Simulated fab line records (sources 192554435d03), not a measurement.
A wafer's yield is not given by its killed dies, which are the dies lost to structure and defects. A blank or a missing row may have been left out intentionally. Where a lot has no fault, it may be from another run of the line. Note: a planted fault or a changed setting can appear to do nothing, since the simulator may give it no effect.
fab line records	flow n5_finfet
[record] lots = 8	wafers = 24	last_day = 17
route steps=1938 shown FIN_SAQP@146 FIN_CUT@166 BEOL_M4@1111 PASSIVATION@1936
lots that met no fault: from a run of the same line without faults
start_h: start of the lot's first displayed wafer, in hours after the record's first day	wait_h: hours from the lot's prior step to this one	" unchanged from the row above	L1.1+2: a row that stands for several wafers	- no value, or no start given	* or withheld: withheld	< > ~ a bound
route shown NAME@n: names a module that has steps shown in the file, with the first one's number in the route	usual: average and standard deviation across the fault-free wafers	same: alike in all rows	chamber/n: place in a boat	sites: readings site by site	_std_site: standard deviation across them	_edge_site: outer sites' mean less inner sites'	radius_mm: how far each site lies from the wafer's centre	mask NAME#n: copy n	behind: tool/chamber where the wafer was last shaped	hold: reason for holding the lot/hours on hold/outcome of the hold	device: the n, p or np transistor that did not switch	end of line: tests run on the same wafers once the route is complete	for a step that has no rows: nothing shown but its recipe	killed: not the wafer's yield, but the dies lost to structure and defects at the first sort	map: shows each die of a wafer: x if killed, . if not, _ if none is there
set.NAME: the setting the step ran with; set.NAME@STEP: the setting that earlier step ran with	model.NAME: the simulator's own value behind a step, which no gauge read
the route's steps for a sample of lots (tables are steps, rows are wafers)
services: a tool's chamber out of use, with start hour (start_h, from the record's first day; less than 0 if before it), hours out, and reason
[[steps]]
[step N5_FIN_SAQP_ETCH_64]
[recipe] chemistry = CF4	target = SiO2	target_depth_a = 15	ion_energy_ev = 350	pressure_mtorr = 10	icp_w = 800	bias_w = 400	cf4_flow_sccm = 80
[usual] drypump_motor_current_A = 5.9/0.4	oes_product_au = 1.007/0.026	throttle_valve_pct = 21.73/0.27
lot.wafer	tool	chamber	start_h	wait_h	drypump_motor_current_A	oes_product_au	rf_hours_counter_h	throttle_valve_pct
L836.1	rie_si-04	2	92.29	0.0	5.2	1.032	9	22.00
L836.3	"	1	"	"	5.4	1.019	105	21.74
L836.6	"	0	"	"	5.7	1.009	-	21.40
L837.3	rie_si-04	3	100.31	0.0	6.4	0.987	62	21.42
L837.4	"	2	"	"	5.2	1.027	-	22.02
L837.5	"	1	"	"	5.4	1.026	-	21.74
L838.2	rie_si-03	1	108.82	0.0	5.9	0.991	76	21.50
L838.3	"	2	"	"	6.5	0.988	182	22.23
L838.5	"	2	"	"	6.5	0.991	-	22.27
L841.2	rie_si-05	3	123.50	0.0	6.2	0.998	47	21.61
L841.3	"	2	"	"	5.8	0.985	115	21.73
L841.4	"	1	"	"	6.4	1.003	99	21.50
L842.1	rie_si-04	1	127.67	0.0	5.4	1.022	106	21.78
L842.2	"	2	"	"	5.2	1.018	9	22.00
L842.4	"	3	"	"	6.4	0.981	63	21.43
L844.1	rie_si-04	1	139.23	0.1	5.4	1.030	106	21.75
L844.3	"	2	"	"	5.2	1.018	9	22.01
L844.5	"	0	"	"	5.7	1.004	-	21.42
L845.1	rie_si-05	0	146.99	0.0	5.6	1.066	12	22.05
L845.4	"	1	"	"	6.4	1.000	99	21.50
L845.5	"	1	"	"	6.4	0.991	-	21.51
L846.2	rie_si-03	0	152.69	0.0	5.8	1.030	36	22.07
L846.3	"	3	"	"	5.7	1.013	188	21.65
L846.6	"	2	"	"	6.6	0.983	-	22.26
[step N5_FIN_CUT_DESCUM_13]
[recipe] chemistry = O2	time_s = 7	source_power_w = 50	bias_power_w = 20	pressure_mtorr = 20	rf_frequency_hz = 2.712e+07	temp_c = 40	resist = CAR-EUV	o2_flow_sccm = 225
[usual] drypump_motor_current_A = 5.39/0.27	o2_flow_sccm = 225.0/0.65	oes_product_au = 0.74/0.056	rf_vpp_V = 243.7/1	showerhead_plenum_p_Torr = 2.12/0.048	throttle_valve_pct = 20.44/0.17
[same] time_s = 7
lot.wafer	tool	chamber	start_h	wait_h	drypump_motor_current_A	o2_flow_sccm	oes_product_au	rf_hours_counter_h	rf_vpp_V	showerhead_plenum_p_Torr	throttle_valve_pct
L836.1	rie_diel-05	3	92.99	0.0	5.31	225.7	0.76	133	241.8	2.09	20.41
L836.3	"	3	"	"	5.31	224.8	0.77	-	244.0	2.09	20.42
L836.6	"	2	"	"	5.69	224.8	0.70	-	244.9	2.15	20.37
L837.3	rie_diel-06	2	101.27	0.3	5.93	224.5	0.75	173	242.7	2.09	20.77
L837.4	"	0	"	"	5.10	225.0	0.76	124	244.9	2.20	20.32
L837.5	"	2	"	"	5.92	224.3	0.74	-	243.5	2.09	20.79
L838.2	rie_diel-03	1	109.64	0.0	5.29	225.7	0.84	35	245.7	2.23	20.35
L838.3	"	2	"	"	5.24	224.9	0.70	207	242.9	2.08	20.56
L838.5	"	1	"	"	5.28	225.3	0.85	-	245.7	2.23	20.37
L841.2	rie_diel-06	1	124.32	0.0	5.44	224.2	0.70	231	244.2	2.14	20.51
L841.3	"	0	"	"	5.09	224.7	0.75	131	244.6	2.20	20.35
L841.4	"	0	"	"	5.07	225.2	0.75	-	245.3	2.20	20.33
L842.1	rie_diel-06	3	128.37	0.0	5.34	224.8	0.72	146	243.4	2.10	20.59
L842.2	"	0	"	"	5.08	225.5	0.76	132	244.4	2.20	20.34
L842.4	"	0	"	"	5.10	225.2	0.76	-	245.1	2.20	20.36
L844.1	rie_diel-05	3	140.05	0.0	5.32	225.4	0.75	145	242.6	2.09	20.43
L844.3	"	2	"	"	5.71	224.1	0.69	245	243.6	2.14	20.38
L844.5	"	2	"	"	5.68	225.1	0.69	-	244.7	2.14	20.39
L845.1	rie_diel-06	1	147.69	0.0	5.44	225.0	0.69	241	244.3	2.14	20.52
L845.4	"	2	"	"	5.90	225.5	0.74	180	244.0	2.09	20.78
L845.5	"	1	"	"	5.44	224.9	0.69	-	244.8	2.14	20.53
L846.2	rie_diel-03	1	153.51	0.0	5.30	225.3	0.83	50	245.9	2.22	20.38
L846.3	"	0	"	"	5.93	225.1	0.73	183	242.7	2.08	20.13
L846.6	"	0	"	"	5.94	224.4	0.73	-	242.4	2.08	20.14
[step N5_FIN_CUT_CUT_ETCH_26]
[recipe] chemistry = CH3F/O2	target = SiNx	target_depth_a = 390	mask_material = SOC	time_s = 55.7	pressure_mtorr = 30	source_w = 395	bias_w = 73	Ar_flow_sccm = 150	CH3F_flow_sccm = 30	O2_flow_sccm = 20	ion_energy_ev = 120
[usual] drypump_motor_current_A = 5.39/0.27	mfc_ar_sccm = 150.0/0.44	oes_o_777_au = 0.74/0.052	oes_product_au = 0.74/0.056	rf_vpp_V = 298/4.4	showerhead_plenum_p_Torr = 2.04/0.053	throttle_valve_pct = 16.42/0.18
[same] time_s = 55.7
lot.wafer	tool	chamber	start_h	wait_h	drypump_motor_current_A	mfc_ar_sccm	oes_o_777_au	oes_product_au	rf_hours_counter_h	rf_vpp_V	showerhead_plenum_p_Torr	throttle_valve_pct
L836.1	rie_diel-05	3	93.64	0.0	5.31	149.4	0.75	0.76	134	299	2.00	16.36
L836.3	"	3	"	"	5.33	149.8	0.75	0.76	-	300	2.00	16.35
L836.6	"	2	"	"	5.68	150.2	0.73	0.70	-	293	2.07	16.48
L837.3	rie_diel-06	2	101.70	0.0	5.90	149.7	0.78	0.75	174	298	1.99	16.61
L837.4	"	0	"	"	5.10	149.4	0.78	0.77	124	304	2.10	16.27
L837.5	"	2	"	"	5.90	150.0	0.77	0.75	-	296	1.99	16.62
L838.2	rie_diel-03	1	110.07	0.0	5.28	149.6	0.84	0.86	36	297	2.14	16.32
L838.3	"	2	"	"	5.25	149.7	0.70	0.70	207	295	1.98	16.49
L838.5	"	1	"	"	5.28	149.8	0.83	0.85	-	298	2.14	16.32
L841.2	rie_diel-06	1	124.76	0.0	5.45	149.8	0.68	0.68	231	298	2.07	16.64
L841.3	"	0	"	"	5.11	149.9	0.76	0.75	131	303	2.09	16.27
L841.4	"	0	"	"	5.08	150.6	0.76	0.75	-	304	2.09	16.27
L842.1	rie_diel-06	3	128.80	0.0	5.35	150.8	0.75	0.74	146	305	2.00	16.50
L842.2	"	0	"	"	5.10	149.9	0.76	0.75	133	304	2.09	16.27
L842.4	"	0	"	"	5.10	149.6	0.76	0.76	-	302	2.09	16.27
L844.1	rie_diel-05	3	140.49	0.0	5.32	150.3	0.74	0.75	145	300	2.00	16.38
L844.3	"	2	"	"	5.66	149.6	0.72	0.69	246	293	2.07	16.48
L844.5	"	2	"	"	5.69	150.3	0.72	0.70	-	292	2.07	16.49
L845.1	rie_diel-06	1	148.13	0.0	5.40	150.3	0.67	0.68	242	296	2.06	16.65
L845.4	"	2	"	"	5.90	149.2	0.77	0.74	180	298	1.99	16.64
L845.5	"	1	"	"	5.44	149.5	0.67	0.68	-	298	2.06	16.65
L846.2	rie_diel-03	1	153.95	0.0	5.30	150.2	0.81	0.83	51	296	2.14	16.35
L846.3	"	0	"	"	5.94	150.1	0.71	0.71	184	298	1.99	16.14
L846.6	"	0	"	"	5.93	150.0	0.71	0.72	-	298	1.98	16.16
[step N5_FIN_CUT_STRIP_22]
[recipe] chemistry = N2/H2	power_w = 500	temp_c = 40	pressure_mtorr = 50	rf_frequency_hz = 6e+07	overash_fraction = 0.3	bias_power_w = 8	h2_frac = 0.5	n2_flow_sccm = 300	h2_flow_sccm = 300
[usual] bias_power_w = 7.998/0.024	chamber_pressure_mTorr = 49.99/0.13	drypump_motor_current_A = 5.41/0.29	oes_product_au = 0.75/0.068	rf_vpp_V = 54.2/2.3	showerhead_plenum_p_Torr = 3.43/0.076	throttle_valve_pct = 19.1/0.46
lot.wafer	tool	chamber	start_h	wait_h	bias_power_w	chamber_pressure_mTorr	drypump_motor_current_A	oes_product_au	rf_hours_counter_h	rf_vpp_V	showerhead_plenum_p_Torr	throttle_valve_pct
L836.1	rie_diel-03	3	94.00	0.0	-	-	-	-	-	-	-	-
L836.3	"	0	"	"	-	-	-	-	-	-	-	-
L836.6	"	2	"	"	-	-	-	-	-	-	-	-
L837.3	rie_diel-05	3	102.42	0.1	-	-	-	-	-	-	-	-
L837.4	"	0	"	"	-	-	-	-	-	-	-	-
L837.5	"	0	"	"	-	-	-	-	-	-	-	-
L838.2	rie_diel-06	2	110.39	0.0	-	-	-	-	-	-	-	-
L838.3	"	3	"	"	-	-	-	-	-	-	-	-
L838.5	"	0	"	"	-	-	-	-	-	-	-	-
L841.2	rie_diel-05	3	125.08	0.0	7.994	49.98	5.32	0.76	141	56.4	3.35	19.4
L841.3	"	1	"	"	7.958	49.96	5.45	0.98	6	56.2	3.30	18.4
L841.4	"	0	"	"	8.028	50.08	4.99	0.68	234	55.9	3.48	19.2
L842.1	rie_diel-03	3	129.19	0.1	8.005	50.09	5.17	0.69	228	54.7	3.47	19.2
L842.2	"	0	"	"	8.013	49.84	5.93	0.72	175	51.9	3.33	18.5
L842.4	"	2	"	"	8.044	49.92	5.24	0.68	214	48.9	3.32	19.6
L844.1	rie_diel-06	3	140.81	0.0	7.988	49.74	5.33	0.72	152	56.6	3.37	19.0
L844.3	"	0	"	"	8.020	49.90	5.05	0.75	137	54.0	3.53	19.0
L844.5	"	3	"	"	7.994	49.97	5.36	0.73	-	57.4	3.37	19.1
L845.1	rie_diel-03	2	148.48	0.1	8.017	49.82	5.23	0.70	220	52.3	3.32	19.6
L845.4	"	3	"	"	8.008	50.08	5.16	0.69	234	51.4	3.47	19.2
L845.5	"	0	"	"	7.996	49.88	5.97	0.72	-	53.2	3.33	18.5
L846.2	rie_diel-06	2	154.26	0.0	7.990	50.03	5.88	0.73	182	52.6	3.37	20.0
L846.3	"	0	"	"	8.001	49.88	5.03	0.73	141	55.0	3.53	19.0
L846.6	"	2	"	"	8.015	50.00	5.89	0.76	-	56.4	3.37	20.1
[step N5_FIN_CUT_INSPECT_17]
[recipe] inspect_instrument = brightfield	mode = aei
[usual] raw_defect_count = 233/70
lot.wafer	tool	chamber	start_h	wait_h	raw_defect_count
L836.1	defect_inspect-02	-	94.16	0.0	2702
L836.3	"	-	"	"	2693
L836.6	"	-	"	"	2574
L837.3	defect_inspect-02	-	102.58	0.0	2567
L837.4	"	-	"	"	2641
L837.5	"	-	"	"	2536
L838.2	defect_inspect-02	-	110.55	0.0	2739
L838.3	"	-	"	"	2560
L838.5	"	-	"	"	2499
L841.2	defect_inspect-01	-	125.25	0.0	181
L841.3	"	-	"	"	143
L841.4	"	-	"	"	140
L842.1	defect_inspect-02	-	129.35	0.0	403
L842.2	"	-	"	"	279
L842.4	"	-	"	"	343
L844.1	defect_inspect-01	-	140.97	0.0	258
L844.3	"	-	"	"	175
L844.5	"	-	"	"	177
L845.1	defect_inspect-01	-	148.64	0.0	267
L845.4	"	-	"	"	236
L845.5	"	-	"	"	222
L846.2	defect_inspect-02	-	154.42	0.0	169
L846.3	"	-	"	"	122
L846.6	"	-	"	"	155
[step N5_BEOL_M4_RC_MEAS_101]
[usual] DIBL_N = 36.4/1.7	DIBL_P = 36.4/2.1	IOFF_N = 0.16/0.035	IOFF_P = 0.21/0.035	ION_N = 680/11	ION_P = 465/6.8	SS_N = 71.5/0.58	SS_P = 73.2/0.72	VT_N = 249/3.6	VT_P = -250/3.1
lot.wafer	tool	chamber	start_h	wait_h	DIBL_N[mV/V]	DIBL_P[mV/V]	IOFF_N[nA/um]	IOFF_P[nA/um]	ION_N[uA/um]	ION_P[uA/um]	SS_N[mV/dec]	SS_P[mV/dec]	VT_N[mV]	VT_P[mV]
L841.2	prober-01	0	268.61	0.2	34.6	35.4	0.13	0.18	671	468	69.9	72.8	252	-253
L841.3	"	0	"	"	35.9	36.7	0.16	0.20	684	471	71.1	73.8	251	-252
L841.4	"	0	"	"	36.6	36.7	0.17	0.19	684	466	71.0	73.2	253	-252
L842.1	prober-02	0	273.42	0.0	37.1	38.1	0.16	0.22	680	461	71.9	73.2	250	-251
L842.2	"	0	"	"	36.5	37.3	0.15	0.21	656	452	71.4	72.5	254	-250
L842.4	"	0	"	"	34.3	35.6	0.13	0.19	668	465	71.2	72.7	255	-248
L846.2	prober-02	0	293.39	0.2	39.5	40.4	0.24	0.28	686	463	73.2	74.5	243	-247
L846.3	"	0	"	"	37.7	37.7	0.19	0.23	702	471	71.0	73.2	243	-249
L846.6	"	0	"	"	41.5	42.8	0.31	0.32	717	480	72.9	75.0	239	-245
L844.1	prober-01	0	296.75	0.0	36.3	34.1	0.15	0.21	680	469	71.4	73.1	249	-249
L844.3	"	0	"	"	38.7	36.9	0.20	0.25	689	472	72.1	73.9	247	-248
L844.5	"	0	"	"	38.8	36.5	0.21	0.24	686	465	71.3	73.6	247	-248
L845.1	prober-01	0	302.39	0.0	36.7	38.0	0.19	0.23	681	460	71.7	73.4	245	-249
L845.4	"	0	"	"	35.4	35.9	0.17	0.19	684	460	71.5	73.1	246	-253
L845.5	"	0	"	"	35.4	36.5	0.18	0.19	690	466	71.6	73.5	248	-254
[step N5_PASSIVATION_PROBE_49]
[usual] defect_limited_yield = 91.3/1.4	killed_at_M0_to_M3 = 36/11	killed_at_M4_up = 13/5.2	killed_at_contacts = 13/6.5	killed_at_front_end = 37/11	killed_at_other = 3.6/2.9	killed_dies = 103/17	killed_on_rim = 13/3.6	killed_open = 68/12	killed_short = 33/7.3	sort_bin_4_leakage = 0.01/0.039	sort_bin_5_function = 5.2/0.91	sort_bin_6_memory = 3.2/0.67	sort_bin_8_speed = 0.00/0.0099	sort_n_pass = 1077/17	sort_yield_pct = 91.3/1.4
[same] gross_dies = 1180	killed_at_back_side = 0
lot.wafer	tool	chamber	start_h	wait_h	defect_limited_yield[%]	killed_at_M0_to_M3	killed_at_M4_up	killed_at_contacts	killed_at_front_end	killed_at_other	killed_dies	killed_on_rim	killed_open	killed_short	sort_bin_4_leakage[%]	sort_bin_5_function[%]	sort_bin_6_memory[%]	sort_bin_8_speed[%]	sort_n_pass	sort_yield_pct[%]
L836.1	prober-01	-	337.46	0.0	2.5	43	13	23	1066	5	1150	152	66	36	0	93.6	3.3	0	30	2.5
L836.3	prober-01	-	337.56	0.1	1.9	30	10	8	1099	10	1157	152	53	37	0	95.0	2.9	0	23	1.9
L836.6	prober-01	-	337.71	0.3	1.8	36	16	12	1093	2	1159	151	75	37	0	94.0	3.7	0	21	1.8
L837.3	prober-02	-	353.63	0.1	1.7	36	13	6	1102	3	1160	145	69	35	0	95.4	2.7	0	20	1.7
L837.4	prober-02	-	353.68	0.2	2.3	21	12	8	1109	3	1153	152	61	33	0	93.6	3.5	0	27	2.3
L837.5	prober-02	-	353.73	0.2	2.5	35	16	13	1084	2	1150	139	59	44	0	93.7	3.3	0	30	2.5
L838.2	prober-01	-	368.00	0.1	2.2	34	11	6	1101	2	1154	137	59	34	0	95.2	2.3	0	26	2.2
L838.3	prober-01	-	368.05	0.1	1.9	55	15	9	1074	4	1157	143	76	35	0	93.7	4.1	0	23	1.9
L838.5	prober-01	-	368.15	0.2	1.6	25	17	4	1111	4	1161	140	48	41	0	95.3	2.7	0	19	1.6
L842.1	prober-01	-	378.28	0.0	94.8	20	5	4	29	3	61	13	43	17	0	3.2	1.9	0	1119	94.8
L842.2	prober-01	-	378.33	0.1	91.9	31	13	7	40	5	96	13	63	31	0	5.2	2.7	0.08	1084	91.9
L842.4	prober-01	-	378.43	0.2	91.6	29	17	13	34	6	99	11	67	32	0	5.1	3.2	0	1081	91.6
L841.2	prober-01	-	379.86	0.1	89.7	45	19	17	37	3	121	13	89	29	0	5.4	4.6	0	1059	89.7
L841.3	prober-01	-	379.91	0.1	92.3	38	5	5	38	5	91	7	55	36	0	5.2	1.9	0	1089	92.3
L841.4	prober-01	-	379.96	0.2	90.7	45	13	15	31	6	110	17	79	31	0	5.3	3.6	0	1070	90.7
L846.2	prober-01	-	400.11	0.1	93.1	27	9	7	37	2	82	10	61	20	0	3.7	3.1	0	1098	93.1
L846.3	prober-01	-	400.16	0.1	91.1	32	13	15	38	7	105	10	78	26	0	5.2	3.3	0	1075	91.1
L846.6	prober-01	-	400.31	0.3	92.0	24	12	15	36	7	94	15	54	39	0.42	4.7	2.7	0	1081	91.6
L844.1	prober-02	-	404.31	0.0	92.0	35	14	17	27	1	94	17	59	32	0	4.7	3.0	0	1086	92.0
L844.3	prober-02	-	404.41	0.1	92.2	32	15	13	31	1	92	11	62	28	0	4.6	2.6	0	1088	92.2
L844.5	prober-02	-	404.51	0.2	91.4	48	11	13	29	1	102	13	67	32	0	5.5	3.1	0	1078	91.4
// killed by level:class
L836.1 STI_FIN_REVEAL:area_ald=1048 MOL_CONTACT_COAG:geometric_particle:open=18 BEOL_M3:geometric_particle:open=10 BEOL_M0_SAQP:geometric_particle:open=8 BEOL_M0_SAQP:geometric_particle:short=7 GATE_CUT:geometric_particle:short=5 MOL_CONTACT_COAG:geometric_particle:short=5 BEOL_M3:geometric_particle:short=5
L836.3 STI_FIN_REVEAL:area_ald=1066 BEOL_M0_SAQP:geometric_particle:short=12 FIN_SAQP:geometric_particle:open=11 BEOL_M0_SAQP:geometric_particle:open=7 GATE_CUT:geometric_particle:short=6 MOL_CONTACT_COAG:geometric_particle:open=6 BEOL_M3:geometric_particle:open=5 MIM_TOP_ETCH:geometric_particle:short=5
L836.6 STI_FIN_REVEAL:area_ald=1046 FIN_SAQP:geometric_particle:open=15 BEOL_M4:geometric_particle:open=11 BEOL_M0_SAQP:geometric_particle:open=10 STI_FIN_REVEAL:geometric_particle:open=10 MOL_CONTACT_COAG:geometric_particle:open=8 BEOL_M0_SAQP:geometric_particle:short=7 FIN_SAQP:geometric_particle:short=6
L837.3 STI_FIN_REVEAL:area_ald=1053 STI_FIN_REVEAL:geometric_particle:open=13 BEOL_M3:geometric_particle:open=8 FIN_SAQP:geometric_particle:short=6 FIN_SAQP:geometric_particle:open=6 BEOL_M4:geometric_particle:open=6 BEOL_M2:geometric_particle:open=5 MOL_CONTACT_COAG:geometric_particle:open=5
L837.4 STI_FIN_REVEAL:area_ald=1056 FIN_SAQP:geometric_particle:short=14 DUMMY_GATE:geometric_particle:open=6 MOL_CONTACT_COAG:geometric_particle:open=6 FIN_SAQP:geometric_particle:open=5 STI_FIN_REVEAL:geometric_particle:open=5 BEOL_M2:geometric_particle:open=5 BEOL_M0_SAQP:geometric_particle:open=4
L837.5 STI_FIN_REVEAL:area_ald=1042 MOL_CONTACT_COAG:geometric_particle:open=11 FIN_SAQP:geometric_particle:short=10 BEOL_M2:geometric_particle:short=8 FIN_SAQP:geometric_particle:open=7 STI_FIN_REVEAL:geometric_particle:open=6 BEOL_M0:geometric_particle:open=6 BEOL_M3:geometric_particle:open=6
L838.2 STI_FIN_REVEAL:area_ald=1059 FIN_SAQP:geometric_particle:open=9 FIN_SAQP:geometric_particle:short=9 BEOL_M1:geometric_particle:open=8 STI_FIN_REVEAL:geometric_particle:open=7 BEOL_M3:geometric_particle:open=6 MOL_CONTACT_COAG:geometric_particle:open=5 BEOL_M0_SAQP:geometric_particle:short=5
L838.3 STI_FIN_REVEAL:area_ald=1038 BEOL_M1:geometric_particle:open=18 FIN_SAQP:geometric_particle:open=12 MOL_CONTACT_COAG:geometric_particle:open=8 BEOL_M1:geometric_particle:short=8 STI_FIN_REVEAL:geometric_particle:open=7 BEOL_M3:geometric_particle:open=7 BEOL_M0_SAQP:geometric_particle:short=5
L838.5 STI_FIN_REVEAL:area_ald=1070 FIN_SAQP:geometric_particle:short=11 FIN_SAQP:geometric_particle:open=9 BEOL_M0_SAQP:geometric_particle:open=7 BEOL_M1:geometric_particle:open=6 BEOL_M0_SAQP:geometric_particle:short=5 STARTING-WAFER:geometric_particle:short=5 STI_FIN_REVEAL:geometric_particle:open=3
L842.1 BEOL_M1:geometric_particle:open=8 FIN_SAQP:geometric_particle:open=6 STI_FIN_REVEAL:geometric_particle:open=5 DUMMY_GATE:geometric_particle:open=5 BEOL_M0_SAQP:geometric_particle:open=4 FIN_SAQP:geometric_particle:short=3 BEOL_M1:geometric_particle:short=3 BEOL_M3:geometric_particle:open=3
L842.2 BEOL_M0_SAQP:geometric_particle:open=11 STI_FIN_REVEAL:geometric_particle:open=8 MOL_CONTACT_COAG:geometric_particle:open=7 BEOL_M1:geometric_particle:open=7 DUMMY_GATE:geometric_particle:open=6 GATE_CUT:geometric_particle:short=5 BEOL_M0_SAQP:geometric_particle:short=5 FIN_SAQP:geometric_particle:open=4
L842.4 MOL_CONTACT_COAG:geometric_particle:open=11 BEOL_M1:geometric_particle:open=9 BEOL_M3:geometric_particle:open=8 GATE_CUT:geometric_particle:short=7 BEOL_M4:geometric_particle:open=7 STI_FIN_REVEAL:geometric_particle:open=6 BEOL_M0_SAQP:geometric_particle:open=6 FIN_SAQP:geometric_particle:short=5
L841.2 MOL_CONTACT_COAG:geometric_particle:open=14 BEOL_M3:geometric_particle:open=12 DUMMY_GATE:geometric_particle:open=9 BEOL_M0:geometric_particle:open=9 BEOL_M4:geometric_particle:open=9 FIN_SAQP:geometric_particle:short=8 BEOL_M0_SAQP:geometric_particle:open=6 BEOL_M2:geometric_particle:open=6
L841.3 FIN_SAQP:geometric_particle:open=8 FIN_SAQP:geometric_particle:short=7 BEOL_M3:geometric_particle:open=7 STI_FIN_REVEAL:geometric_particle:open=6 BEOL_M0_SAQP:geometric_particle:short=5 BEOL_M1:geometric_particle:open=5 MOL_CONTACT_COAG:geometric_particle:open=4 BEOL_M0_SAQP:geometric_particle:open=4
L841.4 MOL_CONTACT_COAG:geometric_particle:open=14 BEOL_M2:geometric_particle:open=14 BEOL_M0_SAQP:geometric_particle:open=8 FIN_SAQP:geometric_particle:short=6 BEOL_M0:geometric_particle:open=5 BEOL_M1:geometric_particle:open=5 STARTING-WAFER:geometric_particle:open=5 FIN_SAQP:geometric_particle:open=4
L846.2 FIN_SAQP:geometric_particle:open=12 DUMMY_GATE:geometric_particle:open=9 BEOL_M2:geometric_particle:open=8 MOL_CONTACT_COAG:geometric_particle:open=7 BEOL_M0_SAQP:geometric_particle:short=6 BEOL_M0_SAQP:geometric_particle:open=6 BEOL_M1:geometric_particle:open=5 FIN_SAQP:geometric_particle:short=4
L846.3 MOL_CONTACT_COAG:geometric_particle:open=14 BEOL_M1:geometric_particle:open=10 BEOL_M3:geometric_particle:open=10 BEOL_M4:geometric_particle:open=8 FIN_SAQP:geometric_particle:short=6 STI_FIN_REVEAL:geometric_particle:open=5 FIN_SAQP:geometric_particle:open=4 BEOL_M0_SAQP:geometric_particle:short=4
L846.6 MOL_CONTACT_COAG:geometric_particle:open=13 FIN_SAQP:geometric_particle:short=12 BEOL_M0_SAQP:geometric_particle:short=10 BEOL_M0_SAQP:geometric_particle:open=9 FIN_SAQP:geometric_particle:open=5 STI_FIN_REVEAL:geometric_particle:open=5 BEOL_M6:geometric_particle:open=5 PASS1_CAP:geometric_particle:open=3
L844.1 MOL_CONTACT_COAG:geometric_particle:open=15 FIN_SAQP:geometric_particle:short=7 BEOL_M0_SAQP:geometric_particle:open=7 FIN_SAQP:geometric_particle:open=6 BEOL_M0_SAQP:geometric_particle:short=6 BEOL_M1:geometric_particle:open=6 BEOL_M4:geometric_particle:open=6 BEOL_M3:geometric_particle:open=5
L844.3 BEOL_M1:geometric_particle:open=11 FIN_SAQP:geometric_particle:open=10 MOL_CONTACT_COAG:geometric_particle:open=8 BEOL_M2:geometric_particle:open=6 STI_FIN_REVEAL:geometric_particle:open=5 GATE_CUT:geometric_particle:short=5 MOL_CONTACT_COAG:geometric_particle:short=5 BEOL_M0_SAQP:geometric_particle:open=5
L844.5 BEOL_M2:geometric_particle:open=12 FIN_SAQP:geometric_particle:open=11 MOL_CONTACT_COAG:geometric_particle:open=10 BEOL_M0_SAQP:geometric_particle:short=10 BEOL_M1:geometric_particle:open=7 BEOL_M3:geometric_particle:open=7 BEOL_M0_SAQP:geometric_particle:open=6 FIN_SAQP:geometric_particle:short=4
[[services]]
tool	chamber	start_h	hours	kind
rie_diel-05	1	77.53	-	clean
rie_diel-05	1	77.53	-	consumable_replace:focus_ring
rie_diel-05	1	77.53	21.6	scheduled_down
rie_diel-05	1	77.53	21.6	vent_cycle
rie_diel-05	0	91.43	9.1	repair
rie_si-04	0	99.87	2.3	repair
rie_si-03	0	102.71	19.7	repair
rie_si-04	-	104.26	0.3	repair
rie_si-04	-	106.19	1.4	repair
rie_diel-06	2	118.80	26.8	repair
[[key]]
[first_sign] step = N5_FIN_CUT_STRIP_22	reading = tool_record	direction = missing
[effect] step = N5_FIN_CUT_INSPECT_17	reading = raw_defect_count	direction = up	sigmas = 34	usual = 233	struck = 2612
[effect] step = N5_PASSIVATION_PROBE_49	reading = sort_bin_5_function	direction = up	sigmas = 98	usual = 5.2	struck = 94.4
[more_kills_born_at] N5_STI_FIN_REVEAL_ALD_00@ald_sin-01 = 6318	N5_STI_FIN_REVEAL_ALD_00@ald_sin-04 = 3160
met_at N5_FIN_CUT_STRIP_22
struck_lots L836,L837,L838
later_rows_left_out L836.1,L836.3,L836.6,L837.3,L837.4,L837.5,L838.2,L838.3,L838.5
not_acting_at N5_FIN_SAQP_ETCH_64,N5_FIN_CUT_DESCUM_13,N5_FIN_CUT_CUT_ETCH_26
[fault] kind = skipped_step_whole	tool = rie_diel-03,rie_diel-05,rie_diel-06	chamber = -	onset_h = 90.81	steps = N5_FIN_CUT_STRIP_22	scope = struck_lots_only
// later_rows_left_out: the simulator's readings of these wafers behind a module that went badly wrong aren't trusted and aren't shown, but for the sort
